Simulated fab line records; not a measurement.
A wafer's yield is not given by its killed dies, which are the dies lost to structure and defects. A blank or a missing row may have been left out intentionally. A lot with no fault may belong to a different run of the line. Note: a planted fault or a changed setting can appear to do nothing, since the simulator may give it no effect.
What tool caused it? ; flow nandHarc ; 13 lots, 35 wafers sampled, at 6 steps of a route of 1302

WHAT EACH GAUGE READ, for each wafer
NHARC_A_CHANNEL_HOLE_D2_CD_MEAS_18.
lot;measured;on;cdNm (nm)
L741;day 12 23:17;cdSem-03;96.9 99.5 103.2
L742;day 13 16:45;cdSem-01;98.6 101.4 99.7
L743;day 13 17:42;cdSem-03;102.2 96.8 102.3
L748;day 16 03:00;cdSem-02;98.3
L749;day 16 16:37;cdSem-02;99.6
L756;day 18 20:07;cdSem-03;98.2 98.4 97.5
L757;day 19 22:24;cdSem-03;98.6 100.0 99.4
L758;day 20 10:01;cdSem-02;100.0 100.5 101.7
L759;day 20 11:33;cdSem-03;104.5 99.3 102.4
L760;day 21 01:54;cdSem-01;99.6 93.9 99.3
L761;day 21 02:04;cdSem-01;97.7 97.8 101.6
L763;day 22 03:07;cdSem-01;98.9 97.7 98.1
L764;day 23 00:28;cdSem-01;99.7 99.4 99.7

NHARC_A_CHANNEL_HOLE_D2_INSPECT_40.
lot;measured;on;rawDefectCount
L741;day 13 07:46;defectInspect-02;401 353 303
L742;day 13 22:31;defectInspect-01;379 381 385
L743;day 14 01:44;defectInspect-01;169 144 201
L748;day 16 11:08;defectInspect-01;1207 1205
L749;day 16 23:54;defectInspect-02;1317 1335
L756;day 19 01:55;defectInspect-02;213 267 299
L757;day 20 04:11;defectInspect-02;150 168 191
L758;day 20 16:51;defectInspect-01;217 216 230
L759;day 20 17:51;defectInspect-01;281 218 276
L760;day 21 07:41;defectInspect-01;212 351 257
L761;day 21 09:29;defectInspect-02;212 244 267
L763;day 22 08:53;defectInspect-01;287 253 223
L764;day 23 06:15;defectInspect-02;179 237 249

NHARC_END_SORT_01.
lot;measured;on;killedAtArray;killedAtOther;killedAtPeriphery;killedDies;killedOpen;killedShort
L748;day 29 08:51;prober-01;127;0;4;131;5;5
L749;day 28 10:28;prober-01;147;1;2;150;4;2

WHAT TOOL EACH LOT RAN ON (gives the tool, then ch and the chambers of the sampled wafers, and finally the start)
lot;NHARC_A_CHANNEL_HOLE_D2_ETCH_24;NHARC_A_CHANNEL_HOLE_D2_ETCH_27;NHARC_A_CHANNEL_FILL_D2_ALD_15
L741;harEtch-02 ch 0,1, day 13 04:10;harEtch-02 ch 0,1, day 13 06:02;aldSinBatch-02 ch 0, no start
L742;harEtch-02 ch 0,1, day 13 18:57;harEtch-02 ch 0,1, day 13 20:48;aldSinBatch-03 ch 0, no start
L743;harEtch-01 ch 0,1, day 13 22:08;harEtch-01 ch 0,1, day 14 00:00;aldSinBatch-01 ch 0, no start
L748;harEtch-01 ch 1, day 16 07:56;harEtch-01 ch 1, day 16 09:29;aldSinBatch-02 ch 0, day 29 08:51 or earlier
L749;harEtch-01 ch 1, day 16 20:58;harEtch-01 ch 1, day 16 22:20;aldSinBatch-03 ch 0, day 17 12:17
L756;harEtch-02 ch 0,1, day 18 22:19;harEtch-02 ch 0,1, day 19 00:10;aldSinBatch-01 ch 0, no start
L757;harEtch-02 ch 0,1, day 20 00:37;harEtch-02 ch 0,1, day 20 02:27;aldSinBatch-01 ch 0, no start
L758;harEtch-02 ch 1, day 20 13:16;harEtch-02 ch 1, day 20 15:07;aldSinBatch-01 ch 0, no start
L759;harEtch-01 ch 0,1, day 20 14:24;harEtch-01 ch 0,1, day 20 16:09;aldSinBatch-01 ch 0, no start
L760;harEtch-01 ch 0,1, day 21 04:07;harEtch-01 ch 0,1, day 21 05:58;aldSinBatch-01 ch 0, no start
L761;harEtch-02 ch 0,1, day 21 06:02;harEtch-02 ch 0,1, day 21 07:46;aldSinBatch-01 ch 0, no start
L763;harEtch-01 ch 0, day 22 05:19;harEtch-01 ch 0, day 22 07:10;aldSinBatch-02 ch 0, no start
L764;harEtch-02 ch 0,1, day 23 02:41;harEtch-02 ch 0,1, day 23 04:31;aldSinBatch-01 ch 0, no start
- NHARC_A_CHANNEL_HOLE_D2_ETCH_24: etches the open film in C4F8/O2/Ar, time 906.2 s, target depth 1500 nm.
- NHARC_A_CHANNEL_HOLE_D2_ETCH_27: etches the open film in C4F8/O2/Ar, time 90 s, target depth 400 nm.
- NHARC_A_CHANNEL_FILL_D2_ALD_15: deposits SiNx, target thk 2 nm, pulse time 60 s, ald cycles 19.

WHAT THE TOOLS THEMSELVES READ (means of the sampled wafers that have a number; where no wafer has one, the mark that the record gives instead)
NHARC_A_CHANNEL_HOLE_D2_ETCH_24.
lot;tool;drypumpMotorCurrentA (A);showerheadPlenumPTorr (Torr);throttleValvePct (%)
L741;harEtch-02;5.75;3.44;32.237
L742;harEtch-02;5.85;3.48;32.235
L743;harEtch-01;5.92;3.63;32.226
L748;harEtch-01;5.69;3.48;32.226
L749;harEtch-01;5.68;3.48;32.243
L756;harEtch-02;5.75;3.91;32.250
L757;harEtch-02;5.76;3.90;32.228
L758;harEtch-02;5.64;3.89;32.229
L759;harEtch-01;5.93;3.57;32.238
L760;harEtch-01;5.92;3.57;32.236
L761;harEtch-02;5.84;3.89;32.230
L763;harEtch-01;6.02;3.62;32.237
L764;harEtch-02;5.73;3.88;32.228

NHARC_A_CHANNEL_HOLE_D2_ETCH_27.
lot;tool;drypumpMotorCurrentA (A);showerheadPlenumPTorr (Torr);throttleValvePct (%)
L741;harEtch-02;5.73;3.48;27.612
L742;harEtch-02;5.84;3.51;27.618
L743;harEtch-01;5.95;3.67;27.621
L748;harEtch-01;5.72;3.52;27.615
L749;harEtch-01;5.72;3.51;27.601
L756;harEtch-02;5.74;3.96;27.617
L757;harEtch-02;5.75;3.95;27.610
L758;harEtch-02;5.64;3.94;27.622
L759;harEtch-01;5.92;3.61;27.625
L760;harEtch-01;5.91;3.61;27.628
L761;harEtch-02;5.85;3.94;27.608
L763;harEtch-01;6.01;3.66;27.626
L764;harEtch-02;5.74;3.93;27.627

NHARC_A_CHANNEL_FILL_D2_ALD_15.
lot;tool;precursorPulseHeightRel;susceptorTempC (C)
L741;aldSinBatch-02;1.017;630.2
L742;aldSinBatch-03;1.003;-
L743;aldSinBatch-01;1.014;630.3
L748;aldSinBatch-02;0.993;629.8
L749;aldSinBatch-03;1.006;-
L756;aldSinBatch-01;1.004;-
L757;aldSinBatch-01;1.006;629.7
L758;aldSinBatch-01;0.986;-
L759;aldSinBatch-01;0.984;-
L760;aldSinBatch-01;1.001;-
L761;aldSinBatch-01;0.973;-
L763;aldSinBatch-02;0.995;629.7
L764;aldSinBatch-01;1.011;630.0

THE ANSWER, worked out from the rows above alone
Rule: the usual values come from the lots themselves. The widest of any qualifying gaps counts: lots, ordered by their means at a reading, are off when they make up no more than a third of the lots, leave a main group of 4 or more, and stand apart from it by 3 or more times the standard deviation of that group's means. A main group is skipped when, at the precision printed for the reading in the tables above, its means are all equal. A lot without any number at a reading at which 4 lots or more have one is off too. All remaining lots with rows at the step are treated as sound. First the gauges in route order, then the tools' own readings, where a lot's mean is used as printed above. The first step at which some lot is off is used, and at that step the reading that is off furthest; a lot without a number counts as furthest.
Off at NHARC_A_CHANNEL_HOLE_D2_INSPECT_40 (rawDefectCount): L748, L749. The main group has a mean of 255 with a standard deviation of 62.
If a tool, at a process step before that reading, ran all the lots that are off and no sound lot after the first of them, it fits. Those tools and the gauges at NHARC_A_CHANNEL_HOLE_D2_INSPECT_40 are tried in the same way. No candidate that was tried fits.

WHAT THE SIMULATOR PUT IN
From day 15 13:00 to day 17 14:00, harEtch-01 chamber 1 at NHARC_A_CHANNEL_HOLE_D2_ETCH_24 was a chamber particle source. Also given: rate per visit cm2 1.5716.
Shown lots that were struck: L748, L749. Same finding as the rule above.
